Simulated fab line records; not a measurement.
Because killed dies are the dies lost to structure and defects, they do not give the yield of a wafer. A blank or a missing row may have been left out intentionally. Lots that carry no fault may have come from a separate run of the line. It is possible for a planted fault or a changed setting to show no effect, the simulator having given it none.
Code-filled problem report in 8D (eight disciplines) form || flow n5_finfet || the parts of the form that need people (team, actions taken, sign-off) are left out

== 1. THE ISSUE ==
At N5_BEOL_M1_SPUTTER_90, chamber_pressure_pa averages 0.08866 Pa over 6 wafers from 2 lots, while fault-free wafers read 0.06999 Pa, standard deviation 0.00014. So: +99 or more standard deviations from the usual mean.
The step: material Cu, target thk 4.5 nm, time 8.29 s.
First seen on wafer L310.1, day 11 05:02, on pvd_sputter-01. The record holds 33 wafers of 12 lots with a number at this step. Rule for "out", or "out of limits": more than 4 standard deviations from the usual mean. Any other wafer with a number is counted as sound.

== 2. WHAT IT IS; WHAT IT IS NOT ==
{"question": "which readings at this step", "is": "chamber_pressure_pa, throttle_valve_pct", "is not": "-"}
{"question": "which lots", "is": "L310, L312", "is not": "L291, L295, L296, L298, L299, L302, L303, L304, L305, L309"}
{"question": "which wafers of those lots", "is": "all that have a number", "is not": "-"}
{"question": "read on which tools", "is": "pvd_sputter-01", "is not": "pvd_sputter-02, pvd_sputter-03"}
{"question": "when", "is": "from day 11 05:02", "is not": "up to then (27 sound wafers)"}

== 3. THE SUSPECTS, EACH WITH WHAT RULES IT OUT ==
Counting: a tool stays on the suspect list if, at a process step up to the reading, it processed all lots that are out and no sound lot following the first of them.
- pvd_sputter-01 at N5_BEOL_M1_ANNEAL_87 (time 240 s): kept. It processed each lot that is out, first L310 at day 11 04:41, and no sound lot thereafter; up to then, the last sound lot it processed was L303 at day 10 03:39.
- pvd_sputter-01 at N5_BEOL_M1_SPUTTER_90 (material Cu, target thk 4.5 nm, time 8.29 s): kept. It processed each lot that is out, first L310 at day 11 05:02, and no sound lot thereafter; up to then, the last sound lot it processed was L303 at day 10 04:01. Its own chamber_pressure_pa, throttle_valve_pct readings are out on those wafers.
The count leaves pvd_sputter-01 at N5_BEOL_M1_SPUTTER_90 and pvd_sputter-01 at N5_BEOL_M1_ANNEAL_87.

== 4. THE CAUSE (what the simulator had put in) ==
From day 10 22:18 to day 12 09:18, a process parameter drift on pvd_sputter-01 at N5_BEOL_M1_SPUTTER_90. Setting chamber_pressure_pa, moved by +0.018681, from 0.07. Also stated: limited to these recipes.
This tool is one of the 2 suspects left after counting.

== 5. THE CHAIN OF EFFECTS, in route order ==
Each row: a reading where the mean over the struck wafers with a number is more than 3 standard deviations away from the usual. Only readings for which the record gives a usual standard deviation are gone through. hours: the time from each lot's start at the first step in this table that gives one to its start at this step, as a median over the lots. sigmas: the change in usual standard deviations.
{"hours": 0, "step": "N5_BEOL_M1_SPUTTER_90", "reading": "chamber_pressure_pa", "usual": "0.06999 Pa", "on struck wafers": 0.08866, "change": "+0.01867", "sigmas": "+99 or more"}
{"hours": 0, "step": "N5_BEOL_M1_SPUTTER_90", "reading": "throttle_valve_pct", "usual": "30.5 %", "on struck wafers": 26.8, "change": -3.7, "sigmas": -4.6}
Process steps it contains:
- N5_BEOL_M1_SPUTTER_90: material Cu, target thk 4.5 nm, time 8.29 s.
Later steps that measure or inspect, where all struck wafers having a row at the step show a number for every such reading and not one has moved that far: N5_BEOL_M4_RC_MEAS_101.

== 6. WHAT WOULD HAVE CAUGHT IT SOONER ==
First out-of-limits reading in this record: day 11 05:02, which is 7 hours after fault onset at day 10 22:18.
